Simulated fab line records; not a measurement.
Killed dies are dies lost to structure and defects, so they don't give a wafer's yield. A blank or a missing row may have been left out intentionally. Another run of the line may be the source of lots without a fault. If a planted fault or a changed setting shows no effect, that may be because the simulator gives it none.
Struck lot and sound lot, side by side + flow n5Finfet + 36 steps out of a route of 1938
Sound: the wafers L405.2, L405.4, L405.5. Wafers struck: L415.3, L415.5, L415.6. Last of all comes the cause.
At each step with rows: each side's tool, then ch and its chambers, then its first start. Under that, the readings that differ: sound wafers + struck wafers + difference of the means + sigmas: that difference in standard deviations of wafers without a fault.
alike: same words and numbers on both sides, and readings whose means sit less than 2 such deviations apart. not compared: any withheld reading, any reading some wafer has no value for, any bound like >300 that may hide the same value, and any number with overlapping values for which the record gives no deviation.
Wherever a step has rows on one side only, a row that says differs or no value, or a row with sigmas, the two part there. Non-overlapping numbers with no deviation appear without sigmas and do not part them. A reading missing from all wafers of one side parts the sides only when that side holds two or more wafers.

first, 9 steps without rows for these wafers: N5_PMOS_HMC_CHANNEL_EPI_HM_DEP_34 (deposits SiO2 from TEOS/O2, target thk 36 nm, time 6.9 s); N5_PMOS_HMC_CHANNEL_EPI_COAT_31 (time 60 s, resist thk 66 nm); N5_PMOS_HMC_CHANNEL_EPI_COAT_03 (resist thk 205 nm); N5_PMOS_HMC_CHANNEL_EPI_EBR_05; N5_PMOS_HMC_CHANNEL_EPI_SOFTBAKE_04 (time 60 s); N5_PMOS_HMC_CHANNEL_EPI_EXPOSE_06 (exposes mask PMOS HMC BLK, target cd 240 nm); N5_PMOS_HMC_CHANNEL_EPI_PEB_07 (peb time 60 s); N5_PMOS_HMC_CHANNEL_EPI_DEVELOP_08 (develop time 30 s); N5_PMOS_HMC_CHANNEL_EPI_DESCUM_14 (chemistry O2, time 7.9 s).
N5_PMOS_HMC_CHANNEL_EPI_ETCH_32: etches BARC in N2/H2, stops on SiO2, target depth 85.8 nm, time 50.3 s.
  sound on rieDiel-01 ch 0,1,2, day 2 11:19; struck on rieDiel-03 ch 1,2,3, day 4 23:23
  alike: biasW, drypumpMotorCurrentA, oesProductAu, rfVppV, showerheadPlenumPTorr, throttleValvePct
  not compared: rfHoursCounterH
then, 25 steps without rows for these wafers: N5_PMOS_HMC_CHANNEL_EPI_HM_OPEN_15 (chemistry CHF3/O2, target SiO2, target depth 40.6 nm, time 20.3 s); N5_PMOS_HMC_CHANNEL_EPI_STRIP_33 (strips in N2/H2); N5_PMOS_HMC_CHANNEL_EPI_STRIP_17 (strips in SPM, time 750 s); N5_PMOS_HMC_CHANNEL_EPI_ETCH_38 (etches SiO2 in CF4, target depth 1.5 nm); N5_PMOS_HMC_CHANNEL_EPI_FIN_RECESS_16 (chemistry HBr/Cl2, target Si, target depth 54 nm, time 18 s); N5_PMOS_HMC_CHANNEL_EPI_PRECLEAN_36 (cleans in O3/DIW, time 45 s); N5_PMOS_HMC_CHANNEL_EPI_PRECLEAN_18 (cleans in DHF, time 30 s); N5_PMOS_HMC_CHANNEL_EPI_SRD_19 (time 30 s); N5_PMOS_HMC_CHANNEL_EPI_EPI_20 (deposits SiGe30, target thk 59 nm); N5_PMOS_HMC_CHANNEL_EPI_HM_STRIP_35 (strips SiO2 in dHF, material SiO2, target depth 39.6 nm, time 216 s); N5_PMOS_HMC_CHANNEL_EPI_SRD_39 (time 30 s); N5_PMOS_HMC_CHANNEL_EPI_CMP_21 (polishes SiGe30, target thk 54 nm); N5_PMOS_HMC_CHANNEL_EPI_PRECLEAN_40 (cleans in DHF, time 30 s); N5_PMOS_HMC_CHANNEL_EPI_PRECLEAN_37 (cleans in O3/DIW, time 45 s); N5_PMOS_HMC_CHANNEL_EPI_PRECLEAN_24 (cleans in DHF, time 30 s); N5_PMOS_HMC_CHANNEL_EPI_SRD_25 (time 30 s); N5_PMOS_HMC_CHANNEL_EPI_EPI_26 (deposits Si from SiH4/H2, target thk 3.8 nm, time 22.7 s); N5_FIN_SAQP_PRECLEAN_42 (cleans in O3/DIW, time 60 s); N5_FIN_SAQP_PRECLEAN_00 (cleans in SC1, time 60 s); N5_FIN_SAQP_PRECLEAN_44 (cleans in SC2, time 45 s); N5_FIN_SAQP_SRD_01 (time 30 s); N5_FIN_SAQP_ALD_61 (deposits SiO2, target thk 4 nm, pulse time 1 s, purge time 2 s); N5_FIN_SAQP_DENSIFY_62 (time 60 s); N5_FIN_SAQP_HM_DEP_03 (deposits SiNx from SiH4/NH3/N2, target thk 38 nm, time 33.6 s); N5_FIN_SAQP_PECVD_47 (deposits a-Si from SiH4/He, target thk 45 nm, time 36.3 s).
-- a jump in the record: the struck wafers' starts before and after are 12 days apart (it breaks off in module FIN_SAQP and resumes in module PASSIVATION, where the first step shown is number 1936 of the route) --
N5_PASSIVATION_PROBE_49:
  sound on prober-01 at day 14 12:43; struck on prober-01 at day 17 06:19
| reading                 | sound          | struck         | difference | sigmas |
|-------------------------|----------------|----------------|------------|--------|
| defectLimitedYield (%)  | 90.6 92.5 92.3 | 78.5 83.1 79.7 | -11.4      | -8     |
| killedAtFrontEnd        | 42 31 32       | 196 135 186    | +137       | +14    |
| killedDies              | 111 88 91      | 254 199 239    | +134       | +8     |
| sort_bin_5_function (%) | 5.6 4.2 4.2    | 13.8 9.4 13.1  | +7.4       | +8     |
| sortNPass               | 1069 1092 1089 | 926 981 941    | -134       | -8     |
  alike: killed_at_M0_to_M3, killed_at_M4_up, killedAtContacts, killedAtOther, killedOpen, killedShort, sort_bin_6_memory, sort_bin_8_speed

WHERE THEY PART
Only at N5_PASSIVATION_PROBE_49, as far as this record shows.

WHY: the cause the simulator had injected
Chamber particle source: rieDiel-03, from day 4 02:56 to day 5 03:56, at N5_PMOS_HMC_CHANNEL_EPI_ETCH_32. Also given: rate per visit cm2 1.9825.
